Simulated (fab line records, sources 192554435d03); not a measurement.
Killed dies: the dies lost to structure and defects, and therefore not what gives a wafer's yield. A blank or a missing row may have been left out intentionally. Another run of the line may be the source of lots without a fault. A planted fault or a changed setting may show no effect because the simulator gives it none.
Chamber matching -- flow n5Finfet -- 4 sister chambers for N5_BEOL_M4_DESCUM_33 on rieDiel-04
The step chemistry O2, time 7 s. 4 wafers are shown with their chamber, then 12 later ones without.

## EACH WAFER AND ITS CHAMBER
wafer,chamber,drypumpMotorCurrentA (A)
L085.4,0,6.2
L084.1,2,5.5
L084.2,3,5.5
L084.3,1,6.2

## WAFERS WITHOUT THEIR CHAMBER
wafer,drypumpMotorCurrentA (A)
L084.4,6.2
L084.5,5.5
L084.6,6.2
L088.1,6.2
L088.2,5.5
L088.4,6.3
L090.2,6.2
L090.3,5.5
L090.6,5.5
L093.3,5.6
L093.4,5.5
L093.5,6.2

## THE CHAMBER EACH PASSED THROUGH
wafer,from the rows above,in truth
L084.4,can't be placed: 0 or 1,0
L084.5,can't be placed: 2 or 3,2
L084.6,can't be placed: 0 or 1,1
L088.1,can't be placed: 0 or 1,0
L088.2,can't be placed: 2 or 3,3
L088.4,can't be placed: 0 or 1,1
L090.2,can't be placed: 0 or 1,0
L090.3,can't be placed: 2 or 3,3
L090.6,can't be placed: 2 or 3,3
L093.3,can't be placed: 2 or 3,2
L093.4,can't be placed: 2 or 3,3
L093.5,can't be placed: 0 or 1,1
Correct placement for 0 of the 12. These rows do not allow placing 12 (true chamber among the candidates in 12). 0 placed wrongly.
How it was worked out, from the rows above alone: a wafer's distance from a chamber is the root of the sum, over the readings, of the square of ((its reading less the chamber's mean) divided by the reading's scatter). If the next closest chamber is less than 2 further off than the closest, the wafer can't be placed; otherwise it belongs to the closest. A chamber's mean is the mean of its shown wafers. The scatter (one wafer shown for each chamber): square how far every hidden wafer sits from the nearest shown wafer, average those squares and take the square root.
